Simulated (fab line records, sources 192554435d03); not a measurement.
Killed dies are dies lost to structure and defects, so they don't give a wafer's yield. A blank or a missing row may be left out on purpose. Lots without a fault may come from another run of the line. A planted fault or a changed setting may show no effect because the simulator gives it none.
Split-lot experiment | flow n5_finfet | 7 lots, 21 wafers read, on a route of 1938 steps

THE SPLIT
At N5_MOL_CONTACT_COAG_CONTACT_ETCH_14 (etches SiO2 in C4F6/O2, target depth 27.5 nm, overetch 8.5 nm, time 20 s), the setting source_w was moved away from the recipe's 370 W on 6 of the 21 wafers read, by -11.3% to +17.2%. The other wafers ran this setting at the recipe's value.

The reading is taken at the split's own step.

THE READING
rf_vpp_V, in V, at N5_MOL_CONTACT_COAG_CONTACT_ETCH_14 (etches SiO2 in C4F6/O2, target depth 27.5 nm, overetch 8.5 nm, time 20 s). Fault-free wafers of this fab line usually give 694.3 V, standard deviation 3 V.

wafer  | tool, chamber at the split | source_w as run, W | against the recipe | rf_vpp_V, V | against lot-mates on the recipe
L076.1 | rie_diel-02, 0             | 433.8              | +17.2%             | 660.7       | -34.2
L076.2 | rie_diel-02, 1             | 433.8              | +17.2%             | 666.6       | -28.3
L076.4 | rie_diel-02, 0             | 370                | recipe             | 694.9       | -
L079.2 | rie_diel-06, 0             | 328.1              | -11.3%             | 715.8       | +23.5
L079.5 | rie_diel-06, 3             | 370                | recipe             | 692.8       | -
L079.6 | rie_diel-06, 0             | 370                | recipe             | 691.7       | -
L080.1 | rie_diel-01, 1             | 405.4              | +9.6%              | 677.9       | -17.2
L080.4 | rie_diel-01, 3             | 405.4              | +9.6%              | 675.3       | -19.8
L080.6 | rie_diel-01, 2             | 370                | recipe             | 695.1       | -
L092.4 | rie_diel-02, 3             | 370                | recipe             | 694.6       | -
L092.5 | rie_diel-02, 3             | 370                | recipe             | 694.8       | -
L092.6 | rie_diel-02, 0             | 370                | recipe             | 695.3       | -
L093.2 | rie_diel-06, 0             | 370                | recipe             | 689.7       | -
L093.3 | rie_diel-06, 3             | 370                | recipe             | 690.7       | -
L093.4 | rie_diel-06, 1             | 370                | recipe             | 694.6       | -
L094.4 | rie_diel-06, 3             | 370                | recipe             | 691.1       | -
L094.5 | rie_diel-06, 0             | 370                | recipe             | 689.7       | -
L094.6 | rie_diel-06, 3             | 370                | recipe             | 690.9       | -
L096.1 | rie_diel-06, 1             | 337.6              | -8.8%              | 718.5       | +26.8
L096.2 | rie_diel-06, 3             | 370                | recipe             | 692.7       | -
L096.4 | rie_diel-06, 2             | 370                | recipe             | 690.8       | -

THE FIT
A straight line over all 21 wafers: rf_vpp_V changes by -1.86 V for each +1% of source_w; r = -0.97; the points scatter about the line by 3.1 V.
The same after taking each lot's own level away (the mean of its wafers on the recipe; 21 wafers): -2 V for each +1%; r = -0.98; scatter 2.6 V.
On that fit, the largest move of source_w shifts the reading by 34 V.
The lots' own levels span 690.57 to 695.10 V, that is 1.5 times the standard deviation above.
So the lot-to-lot level changes the slope little: the two slopes agree.
Check: with one of the wafers moved furthest among these (+17.2%) left out of the fit, the line predicts -33.3 V for it against its lot-mates. It came out at -34.2 V against them.
Tool readings at the split's step, against how far the setting was moved: rf_vpp_V r = -0.97.

OTHER SPLITS ON THESE WAFERS
These wafers also went through other splits before the reading. Each is held against what the fit with the lots' levels taken away leaves over:
other split on the same wafers       | wafers away from the commonest value | r with rf_vpp_V (lot level and that fit taken away)
N5_SD_EPI_N_EPI_21 epi_growth_time_s | 7                                    | +0.17
N5_SDB_ETCH_17 bias_w                | 6                                    | -0.06
N5_SDB_STRIP_22 power_w              | 8                                    | -0.25
N5_HKMG_FIN_EXPOSE_46 dose_mj        | 9                                    | +0.16

THE FILE'S OWN FIT
rf_vpp_V changes by -2.05 V for each +1% of source_w, r = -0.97.
